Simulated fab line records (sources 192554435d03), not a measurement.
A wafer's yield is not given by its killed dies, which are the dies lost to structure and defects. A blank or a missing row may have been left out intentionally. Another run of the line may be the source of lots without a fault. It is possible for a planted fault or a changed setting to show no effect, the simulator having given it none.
Matching of chambers    flow n5Finfet    N5_BEOL_M4_ALD_84 on aldMetal-02 has 4 sister chambers
The step deposits TaN, pulse time 2 s, purge time 3 s, co reactant purge time 2 s. 16 wafers are shown with their chamber, then 8 later ones without.

== EACH WAFER AND ITS CHAMBER ==
wafer   chamber  heaterPowerW (W)  precursorVesselTempC (C)
L076.1  0        462               74.91
L076.4  2        356               74.78
L076.6  3        463               74.80
L079.2  1        390               75.07
L079.3  0        470               74.84
L079.4  3        478               75.14
L082.2  3        477               74.82
L082.5  2        364               75.06
L082.6  3        475               74.96
L086.3  0        462               74.86
L086.4  3        466               75.00
L086.5  0        480               74.73
L087.2  3        479               75.04
L087.3  2        363               75.07
L087.5  1        400               75.09
L090.2  0        454               74.91

SIGNATURES (means of the wafers above)
reading               chamber 0  chamber 1  chamber 2  chamber 3  scatter within a chamber
heaterPowerW          465.60     395.00     361.00     473.00     7.67
precursorVesselTempC  74.8500    75.0800    74.9700    74.9600    0.116
Rule: distance of a wafer from a chamber = root of the sum over the readings of ((wafer's reading minus chamber's mean) / reading's scatter) squared. The wafer belongs to the nearest chamber; if the next one is less than 2 further off, it can't be placed. The scatter is the square root of a quotient: the sum, over the shown wafers, of each reading's squared deviation from its chamber's mean, divided by wafers minus chambers.

== WAFERS MISSING THEIR CHAMBER ==
wafer   heaterPowerW (W)  precursorVesselTempC (C)
L090.4  361               74.76
L090.5  476               75.08
L092.1  394               74.93
L092.4  358               74.97
L092.6  473               74.99
L095.2  461               75.09
L095.3  401               74.96
L095.5  464               74.98

== WHICH CHAMBER EACH ONE RAN IN ==
wafer   from the rows above      in truth
L090.4  2                        2
L090.5  can't be placed: 3 or 0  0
L092.1  1                        1
L092.4  2                        2
L092.6  can't be placed: 3 or 0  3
L095.2  can't be placed: 3 or 0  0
L095.3  1                        1
L095.5  can't be placed: 0 or 3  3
4 of 8 placed correctly. Can't be placed from these rows: 4 (the true chamber is among the candidates in 4). Number placed wrongly: 0.
